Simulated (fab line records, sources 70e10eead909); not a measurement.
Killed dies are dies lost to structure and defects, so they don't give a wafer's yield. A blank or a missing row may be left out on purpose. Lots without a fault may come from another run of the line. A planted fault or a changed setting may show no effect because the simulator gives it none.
Chamber matching | flow nand_harc | NHARC_A_DECK1_JOINT_ETCHBACK_07 on rie_si-04: 4 sister chambers
The step etches the open film in HBr, target depth 105 nm, time 26.9 s. 8 wafers are shown with their chamber, then 7 later ones without.

WAFERS WITH THEIR CHAMBER
wafer  | chamber | he_backside_leak_sccm (sccm) | bias_w (W)
L257.1 | 2       | 2.81                         | 60.21
L258.2 | 2       | 2.77                         | 59.95
L259.2 | 1       | 2.50                         | 60.09
L274.3 | 3       | 2.64                         | 60.14
L274.5 | 3       | 2.59                         | 60.05
L274.6 | 0       | 2.89                         | 60.00
L276.1 | 1       | 2.38                         | 59.78
L276.3 | 0       | 2.88                         | 59.93

WAFERS WITHOUT THEIR CHAMBER
wafer  | he_backside_leak_sccm (sccm) | bias_w (W)
L276.6 | 2.70                         | 59.49
L278.2 | 2.99                         | 59.81
L278.3 | 2.66                         | 59.98
L278.5 | 2.33                         | 60.04
L280.2 | 2.82                         | 60.16
L280.4 | 2.94                         | 60.04
L280.6 | 2.83                         | 60.09

WHICH CHAMBER EACH WENT THROUGH
wafer  | from the rows above               | in truth
L276.6 | can't be placed: 2 or 3 or 0 or 1 | 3
L278.2 | 0                                 | 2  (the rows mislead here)
L278.3 | can't be placed: 3 or 2           | 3
L278.5 | 1                                 | 1
L280.2 | can't be placed: 2 or 0           | 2
L280.4 | can't be placed: 0 or 2           | 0
L280.6 | can't be placed: 2 or 0           | 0
Placed correctly: 1 of 7. Can't be placed from these rows: 5 (the true chamber is among the candidates in 5). Placed wrongly: 1.
How it was worked out, from the rows above alone: a wafer's distance from a chamber is the root of the sum, over the readings, of the square of ((its reading less the chamber's mean) divided by the reading's scatter). The wafer belongs to the nearest chamber; if the next one is less than 2 further off, it can't be placed. A chamber's mean is the mean of its shown wafers. The scatter: the root of (the sum of the squares of (reading less its chamber's mean) over the shown wafers, divided by (wafers less chambers)).
